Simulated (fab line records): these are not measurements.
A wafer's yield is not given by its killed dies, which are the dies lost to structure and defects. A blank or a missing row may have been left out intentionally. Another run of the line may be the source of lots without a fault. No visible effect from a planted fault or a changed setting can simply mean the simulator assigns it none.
Which tool was responsible? / flow n5_finfet / 72 wafers from 24 lots sampled at 5 of the route's 1938 steps

## WHAT EACH GAUGE READ, for each wafer
N5_GATE_CUT_THK_MEAS_24. Usual: GC_FILL_THK 219.3 nm, standard deviation 2.
lot=L074; measured=day 4 14:20; on=film_metro-02; GC_FILL_THK (nm)=218.9 219.6 218.3; flag=
lot=L075; measured=day 5 01:02; on=film_metro-01; GC_FILL_THK (nm)=217.7 224.8 220.9; flag=
lot=L076; measured=day 5 02:38; on=film_metro-01; GC_FILL_THK (nm)=217.5 220.2 216.7; flag=
lot=L077; measured=day 5 12:41; on=film_metro-01; GC_FILL_THK (nm)=218.4 218.9 217.5; flag=
lot=L078; measured=day 5 18:53; on=film_metro-02; GC_FILL_THK (nm)=219.8 220.1 223.7; flag=
lot=L079; measured=day 5 21:19; on=film_metro-01; GC_FILL_THK (nm)=216.8 219.5 215.9; flag=
lot=L080; measured=day 6 09:27; on=film_metro-02; GC_FILL_THK (nm)=219.5 218.3 220.4; flag=
lot=L081; measured=day 6 09:34; on=film_metro-01; GC_FILL_THK (nm)=218.0 218.5 221.9; flag=
lot=L082; measured=day 6 17:17; on=film_metro-02; GC_FILL_THK (nm)=218.7 219.2 221.7; flag=
lot=L083; measured=day 6 21:49; on=film_metro-01; GC_FILL_THK (nm)=219.6 218.6 221.7; flag=
lot=L084; measured=day 7 04:00; on=film_metro-01; GC_FILL_THK (nm)=219.5 224.5 221.2; flag=
lot=L085; measured=day 7 10:00; on=film_metro-02; GC_FILL_THK (nm)=220.4 219.5 217.9; flag=
lot=L086; measured=day 7 16:58; on=film_metro-01; GC_FILL_THK (nm)=218.3 216.9 220.1; flag=
lot=L087; measured=day 8 00:02; on=film_metro-01; GC_FILL_THK (nm)=220.1 219.1 221.9; flag=
lot=L088; measured=day 8 08:19; on=film_metro-02; GC_FILL_THK (nm)=219.2 221.9 220.8; flag=
lot=L089; measured=day 8 11:50; on=film_metro-01; GC_FILL_THK (nm)=216.8 220.0 217.9; flag=
lot=L090; measured=day 8 18:46; on=film_metro-01; GC_FILL_THK (nm)=220.3 218.6 220.3; flag=
lot=L091; measured=day 9 03:56; on=film_metro-02; GC_FILL_THK (nm)=217.2 221.4 219.2; flag=
lot=L092; measured=day 9 05:33; on=film_metro-01; GC_FILL_THK (nm)=215.4 217.8 216.0; flag=
lot=L093; measured=day 9 12:57; on=film_metro-01; GC_FILL_THK (nm)=216.7 221.3 219.2; flag=
lot=L094; measured=day 9 15:34; on=film_metro-01; GC_FILL_THK (nm)=216.7 215.6 219.3; flag=
lot=L095; measured=day 9 21:17; on=film_metro-01; GC_FILL_THK (nm)=219.0 219.7 220.5; flag=
lot=L096; measured=day 10 12:35; on=film_metro-01; GC_FILL_THK (nm)=219.2 218.3 220.9; flag=
lot=L097; measured=day 10 16:02; on=film_metro-01; GC_FILL_THK (nm)=218.8 219.5 221.3; flag=

N5_MOL_CONTACT_COAG_INSPECT_10: inspects for defects (brightfield). Usual: raw_defect_count at 73, with a standard deviation of 27.
lot=L074; measured=day 4 15:35; on=defect_inspect-02; raw_defect_count=116 65 94; flag=
lot=L075; measured=day 5 02:10; on=defect_inspect-01; raw_defect_count=42 43 45; flag=
lot=L076; measured=day 5 03:53; on=defect_inspect-02; raw_defect_count=132 77 121; flag=
lot=L077; measured=day 5 13:49; on=defect_inspect-02; raw_defect_count=40 38 33; flag=
lot=L078; measured=day 5 20:01; on=defect_inspect-01; raw_defect_count=58 73 103; flag=
lot=L079; measured=day 5 22:26; on=defect_inspect-02; raw_defect_count=101 117 88; flag=
lot=L080; measured=day 6 10:43; on=defect_inspect-01; raw_defect_count=46 123 62; flag=
lot=L081; measured=day 6 10:45; on=defect_inspect-01; raw_defect_count=125 92 72; flag=
lot=L082; measured=day 6 18:25; on=defect_inspect-02; raw_defect_count=49 54 50; flag=
lot=L083; measured=day 6 23:04; on=defect_inspect-02; raw_defect_count=91 82 78; flag=
lot=L084; measured=day 7 05:08; on=defect_inspect-01; raw_defect_count=78 52 85; flag=
lot=L085; measured=day 7 11:08; on=defect_inspect-01; raw_defect_count=28 62 54; flag=
lot=L086; measured=day 7 18:06; on=defect_inspect-02; raw_defect_count=62 57 75; flag=
lot=L087; measured=day 8 01:22; on=defect_inspect-01; raw_defect_count=74 61 92; flag=
lot=L088; measured=day 8 09:34; on=defect_inspect-01; raw_defect_count=90 144 103; flag=
lot=L089; measured=day 8 13:01; on=defect_inspect-01; raw_defect_count=54 74 91; flag=
lot=L090; measured=day 8 19:59; on=defect_inspect-01; raw_defect_count=37 84 56; flag=
lot=L091; measured=day 9 05:03; on=defect_inspect-01; raw_defect_count=45 79 48; flag=
lot=L092; measured=day 9 06:41; on=defect_inspect-01; raw_defect_count=62 60 56; flag=
lot=L093; measured=day 9 14:13; on=defect_inspect-01; raw_defect_count=77 85 72; flag=
lot=L094; measured=day 9 16:49; on=defect_inspect-02; raw_defect_count=79 90 78; flag=
lot=L095; measured=day 9 22:32; on=defect_inspect-01; raw_defect_count=70 75 103; flag=
lot=L096; measured=day 10 13:50; on=defect_inspect-02; raw_defect_count=46 68 72; flag=
lot=L097; measured=day 10 17:09; on=defect_inspect-02; raw_defect_count=63 112 51; flag=

## TOOL THAT RAN EACH LOT (tool first, then ch and the chambers of the sampled wafers, then the start)
lot=L074; N5_HKMG_FIN_CMP_94=cmp-01 ch 0,2,3, day 4 07:14; N5_GATE_CUT_CUT_ETCH_55=rie_metal-02 ch 0,1, day 4 12:13; N5_GATE_CUT_VAPOR_ETCH_48=rie_metal-02 ch 0,1, day 4 12:17
lot=L075; N5_HKMG_FIN_CMP_94=cmp-02 ch 0,1,3, day 4 17:23; N5_GATE_CUT_CUT_ETCH_55=rie_metal-03 ch 0,1, day 4 22:26; N5_GATE_CUT_VAPOR_ETCH_48=rie_metal-03 ch 0,1, day 4 22:30
lot=L076; N5_HKMG_FIN_CMP_94=cmp-01 ch 2,3, day 4 18:13; N5_GATE_CUT_CUT_ETCH_55=rie_metal-03 ch 0,1, day 4 23:26; N5_GATE_CUT_VAPOR_ETCH_48=rie_metal-03 ch 0,1, day 4 23:29
lot=L077; N5_HKMG_FIN_CMP_94=cmp-02 ch 1,2, day 5 04:07; N5_GATE_CUT_CUT_ETCH_55=rie_metal-01 ch 0,1, day 5 09:10; N5_GATE_CUT_VAPOR_ETCH_48=rie_metal-01 ch 0,1, day 5 09:14
lot=L078; N5_HKMG_FIN_CMP_94=cmp-03 ch 0,1,3, day 5 10:10; N5_GATE_CUT_CUT_ETCH_55=rie_metal-02 ch 0,1, day 5 16:41; N5_GATE_CUT_VAPOR_ETCH_48=rie_metal-02 ch 0,1, day 5 16:45
lot=L079; N5_HKMG_FIN_CMP_94=cmp-03 ch 0,2,3, day 5 14:07; N5_GATE_CUT_CUT_ETCH_55=rie_metal-01 ch 0,1, day 5 19:08; N5_GATE_CUT_VAPOR_ETCH_48=rie_metal-01 ch 0,1, day 5 19:11
lot=L080; N5_HKMG_FIN_CMP_94=cmp-02 ch 0,2,3, day 5 23:27; N5_GATE_CUT_CUT_ETCH_55=rie_metal-03 ch 1, day 6 04:06; N5_GATE_CUT_VAPOR_ETCH_48=rie_metal-03 ch 1, day 6 04:10
lot=L081; N5_HKMG_FIN_CMP_94=cmp-02 ch 1,2,3, day 6 01:40; N5_GATE_CUT_CUT_ETCH_55=rie_metal-03 ch 0,1, day 6 06:17; N5_GATE_CUT_VAPOR_ETCH_48=rie_metal-03 ch 0,1, day 6 06:20
lot=L082; N5_HKMG_FIN_CMP_94=cmp-03 ch 0,2,3, day 6 10:46; N5_GATE_CUT_CUT_ETCH_55=rie_metal-01 ch 0,1, day 6 15:11; N5_GATE_CUT_VAPOR_ETCH_48=rie_metal-01 ch 0,1, day 6 15:14
lot=L083; N5_HKMG_FIN_CMP_94=cmp-02 ch 0,1,3, day 6 14:52; N5_GATE_CUT_CUT_ETCH_55=rie_metal-01 ch 0,1, day 6 19:43; N5_GATE_CUT_VAPOR_ETCH_48=rie_metal-01 ch 0,1, day 6 19:46
lot=L084; N5_HKMG_FIN_CMP_94=cmp-03 ch 1,2, day 6 21:03; N5_GATE_CUT_CUT_ETCH_55=rie_metal-02 ch 0,1, day 7 01:31; N5_GATE_CUT_VAPOR_ETCH_48=rie_metal-02 ch 0,1, day 7 01:35
lot=L085; N5_HKMG_FIN_CMP_94=cmp-02 ch 0,2,3, day 7 03:17; N5_GATE_CUT_CUT_ETCH_55=rie_metal-03 ch 0,1, day 7 07:53; N5_GATE_CUT_VAPOR_ETCH_48=rie_metal-03 ch 0,1, day 7 07:57
lot=L086; N5_HKMG_FIN_CMP_94=cmp-03 ch 2,3, day 7 09:35; N5_GATE_CUT_CUT_ETCH_55=rie_metal-03 ch 0,1, day 7 14:17; N5_GATE_CUT_VAPOR_ETCH_48=rie_metal-03 ch 0,1, day 7 14:20
lot=L087; N5_HKMG_FIN_CMP_94=cmp-01 ch 1,2,3, day 7 16:27; N5_GATE_CUT_CUT_ETCH_55=rie_metal-03 ch 0,1, day 7 21:10; N5_GATE_CUT_VAPOR_ETCH_48=rie_metal-03 ch 0,1, day 7 21:14
lot=L088; N5_HKMG_FIN_CMP_94=cmp-03 ch 0,1, day 8 00:38; N5_GATE_CUT_CUT_ETCH_55=rie_metal-01 ch 0,1, day 8 05:25; N5_GATE_CUT_VAPOR_ETCH_48=rie_metal-01 ch 0,1, day 8 05:29
lot=L089; N5_HKMG_FIN_CMP_94=cmp-02 ch 0,1, day 8 03:34; N5_GATE_CUT_CUT_ETCH_55=rie_metal-01 ch 0,1, day 8 08:25; N5_GATE_CUT_VAPOR_ETCH_48=rie_metal-01 ch 0,1, day 8 08:29
lot=L090; N5_HKMG_FIN_CMP_94=cmp-01 ch 0,1,2, day 8 12:08; N5_GATE_CUT_CUT_ETCH_55=rie_metal-03 ch 0,1, day 8 16:38; N5_GATE_CUT_VAPOR_ETCH_48=rie_metal-03 ch 0,1, day 8 16:41
lot=L091; N5_HKMG_FIN_CMP_94=cmp-02 ch 0,1,2, day 8 19:33; N5_GATE_CUT_CUT_ETCH_55=rie_metal-02 ch 0,1, day 9 01:42; N5_GATE_CUT_VAPOR_ETCH_48=rie_metal-02 ch 0,1, day 9 01:46
lot=L092; N5_HKMG_FIN_CMP_94=cmp-01 ch 0,1,3, day 8 20:05; N5_GATE_CUT_CUT_ETCH_55=rie_metal-02 ch 0,1, day 9 02:03; N5_GATE_CUT_VAPOR_ETCH_48=rie_metal-02 ch 0,1, day 9 02:07
lot=L093; N5_HKMG_FIN_CMP_94=cmp-03 ch 0,1, day 9 06:11; N5_GATE_CUT_CUT_ETCH_55=rie_metal-03 ch 1, day 9 10:51; N5_GATE_CUT_VAPOR_ETCH_48=rie_metal-03 ch 1, day 9 10:55
lot=L094; N5_HKMG_FIN_CMP_94=cmp-01 ch 0,1,2, day 9 08:22; N5_GATE_CUT_CUT_ETCH_55=rie_metal-03 ch 1, day 9 13:13; N5_GATE_CUT_VAPOR_ETCH_48=rie_metal-03 ch 1, day 9 13:16
lot=L095; N5_HKMG_FIN_CMP_94=cmp-03 ch 0,1,2, day 9 13:29; N5_GATE_CUT_CUT_ETCH_55=rie_metal-02 ch 0,1, day 9 19:10; N5_GATE_CUT_VAPOR_ETCH_48=rie_metal-02 ch 0,1, day 9 19:13
lot=L096; N5_HKMG_FIN_CMP_94=cmp-01 ch 0,1, day 10 03:54; N5_GATE_CUT_CUT_ETCH_55=rie_metal-03 ch 0,1, day 10 09:22; N5_GATE_CUT_VAPOR_ETCH_48=rie_metal-03 ch 0,1, day 10 09:26
lot=L097; N5_HKMG_FIN_CMP_94=cmp-01 ch 0,3, day 10 08:41; N5_GATE_CUT_CUT_ETCH_55=rie_metal-01 ch 0,1, day 10 13:55; N5_GATE_CUT_VAPOR_ETCH_48=rie_metal-01 ch 0,1, day 10 13:59
- N5_HKMG_FIN_CMP_94: polishes, stops on SiNx, t overpolish 4.7 s, target thk 43.299 nm.
- N5_GATE_CUT_CUT_ETCH_55: etches HfO2 in BCl3, target depth 3.2 nm.
- N5_GATE_CUT_VAPOR_ETCH_48: etches TiN in BCl3/Cl2.

## AS READ BY THE TOOLS THEMSELVES (means over the sampled wafers that have a number; for cases with no such wafer, the mark the record gives instead)
N5_HKMG_FIN_CMP_94. Usual: motor_current_A 12.4 A, standard deviation 1.3; pad_life_wafers 1129, standard deviation 450.
lot=L074; tool=cmp-01; motor_current_A (A)=12.4; pad_life_wafers=1837; flag=
lot=L075; tool=cmp-02; motor_current_A (A)=12.9; pad_life_wafers=979; flag=
lot=L076; tool=cmp-01; motor_current_A (A)=13.4; pad_life_wafers=1956; flag=
lot=L077; tool=cmp-02; motor_current_A (A)=12.0; pad_life_wafers=1075; flag=
lot=L078; tool=cmp-03; motor_current_A (A)=13.0; pad_life_wafers=776; flag=
lot=L079; tool=cmp-03; motor_current_A (A)=13.3; pad_life_wafers=811; flag=
lot=L080; tool=cmp-02; motor_current_A (A)=11.7; pad_life_wafers=1190; flag=
lot=L081; tool=cmp-02; motor_current_A (A)=11.8; pad_life_wafers=1214; flag=
lot=L082; tool=cmp-03; motor_current_A (A)=13.4; pad_life_wafers=1004; flag=
lot=L083; tool=cmp-02; motor_current_A (A)=12.3; pad_life_wafers=1333; flag=
lot=L084; tool=cmp-03; motor_current_A (A)=11.8; pad_life_wafers=1082; flag=
lot=L085; tool=cmp-02; motor_current_A (A)=12.0; pad_life_wafers=1442; flag=
lot=L086; tool=cmp-03; motor_current_A (A)=12.4; pad_life_wafers=1194; flag=
lot=L087; tool=cmp-01; motor_current_A (A)=11.9; pad_life_wafers=278; flag=
lot=L088; tool=cmp-03; motor_current_A (A)=13.3; pad_life_wafers=1298; flag=
lot=L089; tool=cmp-02; motor_current_A (A)=13.1; pad_life_wafers=1610; flag=
lot=L090; tool=cmp-01; motor_current_A (A)=11.3; pad_life_wafers=440; flag=
lot=L091; tool=cmp-02; motor_current_A (A)=12.6; pad_life_wafers=1743; flag=
lot=L092; tool=cmp-01; motor_current_A (A)=11.2; pad_life_wafers=500; flag=
lot=L093; tool=cmp-03; motor_current_A (A)=13.9; pad_life_wafers=1550; flag=
lot=L094; tool=cmp-01; motor_current_A (A)=11.6; pad_life_wafers=560; flag=
lot=L095; tool=cmp-03; motor_current_A (A)=12.7; pad_life_wafers=1640; flag=
lot=L096; tool=cmp-01; motor_current_A (A)=10.6; pad_life_wafers=774; flag=
lot=L097; tool=cmp-01; motor_current_A (A)=12.4; pad_life_wafers=810; flag=

N5_GATE_CUT_CUT_ETCH_55. Usual: drypump_motor_current_A 5.7 A, standard deviation 0.33; oes_product_au 0.79 a.u., standard deviation 0.089; throttle_valve_pct 32.8 %, standard deviation 0.47.
lot=L074; tool=rie_metal-02; drypump_motor_current_A (A)=6.1; oes_product_au (a.u.)=0.78; throttle_valve_pct (%)=32.0; flag=
lot=L075; tool=rie_metal-03; drypump_motor_current_A (A)=5.8; oes_product_au (a.u.)=0.81; throttle_valve_pct (%)=32.8; flag=
lot=L076; tool=rie_metal-03; drypump_motor_current_A (A)=5.7; oes_product_au (a.u.)=0.80; throttle_valve_pct (%)=32.8; flag=
lot=L077; tool=rie_metal-01; drypump_motor_current_A (A)=5.4; oes_product_au (a.u.)=0.73; throttle_valve_pct (%)=33.1; flag=
lot=L078; tool=rie_metal-02; drypump_motor_current_A (A)=5.8; oes_product_au (a.u.)=0.78; throttle_valve_pct (%)=32.1; flag=
lot=L079; tool=rie_metal-01; drypump_motor_current_A (A)=5.3; oes_product_au (a.u.)=0.85; throttle_valve_pct (%)=33.2; flag=
lot=L080; tool=rie_metal-03; drypump_motor_current_A (A)=5.9; oes_product_au (a.u.)=0.82; throttle_valve_pct (%)=32.9; flag=
lot=L081; tool=rie_metal-03; drypump_motor_current_A (A)=5.8; oes_product_au (a.u.)=0.80; throttle_valve_pct (%)=32.8; flag=
lot=L082; tool=rie_metal-01; drypump_motor_current_A (A)=5.3; oes_product_au (a.u.)=0.83; throttle_valve_pct (%)=33.2; flag=
lot=L083; tool=rie_metal-01; drypump_motor_current_A (A)=5.3; oes_product_au (a.u.)=0.82; throttle_valve_pct (%)=33.2; flag=
lot=L084; tool=rie_metal-02; drypump_motor_current_A (A)=5.8; oes_product_au (a.u.)=0.77; throttle_valve_pct (%)=32.0; flag=
lot=L085; tool=rie_metal-03; drypump_motor_current_A (A)=5.8; oes_product_au (a.u.)=0.80; throttle_valve_pct (%)=32.8; flag=
lot=L086; tool=rie_metal-03; drypump_motor_current_A (A)=5.7; oes_product_au (a.u.)=0.79; throttle_valve_pct (%)=32.8; flag=
lot=L087; tool=rie_metal-03; drypump_motor_current_A (A)=5.7; oes_product_au (a.u.)=0.79; throttle_valve_pct (%)=32.9; flag=
lot=L088; tool=rie_metal-01; drypump_motor_current_A (A)=5.3; oes_product_au (a.u.)=0.82; throttle_valve_pct (%)=33.2; flag=
lot=L089; tool=rie_metal-01; drypump_motor_current_A (A)=5.3; oes_product_au (a.u.)=0.82; throttle_valve_pct (%)=33.2; flag=
lot=L090; tool=rie_metal-03; drypump_motor_current_A (A)=5.8; oes_product_au (a.u.)=0.79; throttle_valve_pct (%)=32.9; flag=
lot=L091; tool=rie_metal-02; drypump_motor_current_A (A)=6.1; oes_product_au (a.u.)=0.77; throttle_valve_pct (%)=32.0; flag=
lot=L092; tool=rie_metal-02; drypump_motor_current_A (A)=6.1; oes_product_au (a.u.)=0.77; throttle_valve_pct (%)=32.0; flag=
lot=L093; tool=rie_metal-03; drypump_motor_current_A (A)=5.9; oes_product_au (a.u.)=0.80; throttle_valve_pct (%)=32.9; flag=
lot=L094; tool=rie_metal-03; drypump_motor_current_A (A)=5.9; oes_product_au (a.u.)=0.80; throttle_valve_pct (%)=32.8; flag=
lot=L095; tool=rie_metal-02; drypump_motor_current_A (A)=5.8; oes_product_au (a.u.)=0.75; throttle_valve_pct (%)=32.1; flag=
lot=L096; tool=rie_metal-03; drypump_motor_current_A (A)=5.8; oes_product_au (a.u.)=0.79; throttle_valve_pct (%)=32.9; flag=
lot=L097; tool=rie_metal-01; drypump_motor_current_A (A)=5.4; oes_product_au (a.u.)=0.94; throttle_valve_pct (%)=33.6; flag=

N5_GATE_CUT_VAPOR_ETCH_48. Usual: drypump_motor_current_A 5.7 A, standard deviation 0.34; oes_product_au 0.79 a.u., standard deviation 0.088.
lot=L074; tool=rie_metal-02; drypump_motor_current_A (A)=6.1; oes_product_au (a.u.)=0.79; flag=
lot=L075; tool=rie_metal-03; drypump_motor_current_A (A)=5.8; oes_product_au (a.u.)=0.81; flag=
lot=L076; tool=rie_metal-03; drypump_motor_current_A (A)=5.7; oes_product_au (a.u.)=0.81; flag=
lot=L077; tool=rie_metal-01; drypump_motor_current_A (A)=5.4; oes_product_au (a.u.)=0.72; flag=
lot=L078; tool=rie_metal-02; drypump_motor_current_A (A)=5.8; oes_product_au (a.u.)=0.79; flag=
lot=L079; tool=rie_metal-01; drypump_motor_current_A (A)=5.3; oes_product_au (a.u.)=0.83; flag=
lot=L080; tool=rie_metal-03; drypump_motor_current_A (A)=5.9; oes_product_au (a.u.)=0.81; flag=
lot=L081; tool=rie_metal-03; drypump_motor_current_A (A)=5.8; oes_product_au (a.u.)=0.81; flag=
lot=L082; tool=rie_metal-01; drypump_motor_current_A (A)=5.3; oes_product_au (a.u.)=0.82; flag=
lot=L083; tool=rie_metal-01; drypump_motor_current_A (A)=5.3; oes_product_au (a.u.)=0.82; flag=
lot=L084; tool=rie_metal-02; drypump_motor_current_A (A)=5.8; oes_product_au (a.u.)=0.78; flag=
lot=L085; tool=rie_metal-03; drypump_motor_current_A (A)=5.8; oes_product_au (a.u.)=0.80; flag=
lot=L086; tool=rie_metal-03; drypump_motor_current_A (A)=5.7; oes_product_au (a.u.)=0.80; flag=
lot=L087; tool=rie_metal-03; drypump_motor_current_A (A)=5.7; oes_product_au (a.u.)=0.80; flag=
lot=L088; tool=rie_metal-01; drypump_motor_current_A (A)=5.3; oes_product_au (a.u.)=0.80; flag=
lot=L089; tool=rie_metal-01; drypump_motor_current_A (A)=5.3; oes_product_au (a.u.)=0.80; flag=
lot=L090; tool=rie_metal-03; drypump_motor_current_A (A)=5.8; oes_product_au (a.u.)=0.79; flag=
lot=L091; tool=rie_metal-02; drypump_motor_current_A (A)=6.1; oes_product_au (a.u.)=0.77; flag=
lot=L092; tool=rie_metal-02; drypump_motor_current_A (A)=6.1; oes_product_au (a.u.)=0.77; flag=
lot=L093; tool=rie_metal-03; drypump_motor_current_A (A)=5.9; oes_product_au (a.u.)=0.79; flag=
lot=L094; tool=rie_metal-03; drypump_motor_current_A (A)=5.9; oes_product_au (a.u.)=0.79; flag=
lot=L095; tool=rie_metal-02; drypump_motor_current_A (A)=5.8; oes_product_au (a.u.)=0.76; flag=
lot=L096; tool=rie_metal-03; drypump_motor_current_A (A)=5.8; oes_product_au (a.u.)=0.78; flag=
lot=L097; tool=rie_metal-01; drypump_motor_current_A (A)=5.4; oes_product_au (a.u.)=0.94; flag=

## THE ANSWER, worked out from the rows above alone
Rule: take the mean of a lot's wafers that have a number; if it is more than 3 standard deviations from the usual mean, the lot is off. Also off: a lot with no number at a reading for which 4 or more lots have one. The other lots that the step has rows for count as sound. After the gauges, taken in route order, come the tools' own readings; for these a lot's mean is taken, as printed above. The first step at which some lot is off is used, and at that step the reading that is off furthest; a lot without a number counts as furthest.
None of the lots is off at any reading shown; this tells nothing.

## WHAT WAS PUT IN BY THE SIMULATOR
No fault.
